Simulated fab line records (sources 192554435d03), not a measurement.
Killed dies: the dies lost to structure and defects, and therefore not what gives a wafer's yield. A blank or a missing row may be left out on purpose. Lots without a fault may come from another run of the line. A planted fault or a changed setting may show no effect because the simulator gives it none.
Split-lot experiment -- flow n5Finfet -- on a route of 1938 steps: 7 lots, 21 wafers read

== THE SPLIT ITSELF ==
At N5_BEOL_M1_ETCH_70 (etches SOC in N2/H2, target depth 80 nm, overetch 16 nm, time 120 s), the setting biasW was moved away from the recipe's 150 W on 6 of the 21 wafers read, by -13.0% to +9.9%. For the rest of the wafers, this setting stayed at what the recipe calls for.

The split's own step is where the reading is taken.

== THE READING ==
rfVppV, in V, at N5_BEOL_M1_ETCH_70 (etches SOC in N2/H2, target depth 80 nm, overetch 16 nm, time 120 s). A value of 525.4 V with a standard deviation of 2.8 V is what fault-free wafers of this fab line usually give.

wafer,"tool, chamber at the split","biasW as run, W",against the recipe,"rfVppV, V",against lot-mates on the recipe
L075.2,"rieDiel-01, 3",150,recipe,523.5,-
L075.3,"rieDiel-01, 0",150,recipe,527.8,-
L075.4,"rieDiel-01, 1",150,recipe,527.9,-
L078.1,"rieDiel-01, 1",139.9,-6.7%,505.7,-23.3
L078.3,"rieDiel-01, 3",139.9,-6.7%,504.1,-24.9
L078.6,"rieDiel-01, 1",150,recipe,529.0,-
L077.1,"rieDiel-03, 1",160.6,+7.1%,550.0,+26.0
L077.3,"rieDiel-03, 3",150,recipe,520.5,-
L077.4,"rieDiel-03, 2",150,recipe,527.4,-
L084.2,"rieDiel-01, 0",150,recipe,528.5,-
L084.4,"rieDiel-01, 1",150,recipe,527.8,-
L084.6,"rieDiel-01, 2",150,recipe,523.2,-
L087.1,"rieDiel-04, 0",150,recipe,525.7,-
L087.5,"rieDiel-04, 2",150,recipe,525.9,-
L087.6,"rieDiel-04, 1",150,recipe,522.1,-
L088.2,"rieDiel-01, 1",150,recipe,528.5,-
L088.3,"rieDiel-01, 0",150,recipe,529.0,-
L088.6,"rieDiel-01, 1",130.5,-13.0%,483.8,-44.9
L091.1,"rieDiel-01, 0",150,recipe,528.5,-
L091.4,"rieDiel-01, 3",164.9,+9.9%,558.0,+29.5
L091.6,"rieDiel-01, 0",164.9,+9.9%,561.2,+32.7

THE FIT
A straight line over all 21 wafers: rfVppV changes by +3.29 V for each +1% of biasW; r = +0.99; the points scatter about the line by 2.5 V.
The same after taking each lot's own level away (the mean of its wafers on the recipe; 21 wafers): +3.38 V for each +1%; r = +0.99; scatter 2.2 V.
According to that fit, moving biasW by its largest amount changes the reading by 44 V.
From 523.95 to 529.00 V: that is the span of the lots' own levels, equal to 1.8 times the standard deviation above.
Consequently the slope shifts little with the lot-to-lot level, the two slopes agreeing.
Check: -43.7 V against its lot-mates is what the line predicts for one of the wafers moved furthest among these (-13.0%) when that wafer is left out of the fit. Against them it came out at -44.9 V.
Tool readings at the split's step, against how far the setting was moved: rfVppV r = +0.99.

== ADDITIONAL SPLITS CARRIED BY THESE WAFERS ==
Before the reading, these wafers also passed through other splits. Each is held against what the fit with the lots' levels taken away leaves over:
other split on the same wafers,wafers away from the commonest value,r with rfVppV (lot level and that fit taken away)
N5_BEOL_M1_DESCUM_33 timeS,6,+0.36

== THE WHOLE CHAIN: every reading that the file lists as answering this split, in the file's order ==
step,what it does,reading,change (the file's fit),r (the file's)
N5_BEOL_M1_ETCH_70,"etches SOC in N2/H2, target depth 80 nm, overetch 16 nm, time 120 s",rfVppV,+3.41 V for each +1% of the setting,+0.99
N5_BEOL_M1_ETCH_70,"etches SOC in N2/H2, target depth 80 nm, overetch 16 nm, time 120 s","SiARC_of_BEOL_M1_COAT_68.thkNm (the simulator's own value, which no gauge read)",-0.0774 nm for each +1% of the setting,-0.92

== FILE'S OWN FIT ==
rfVppV changes by +3.41 V for each +1% of biasW, r = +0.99.
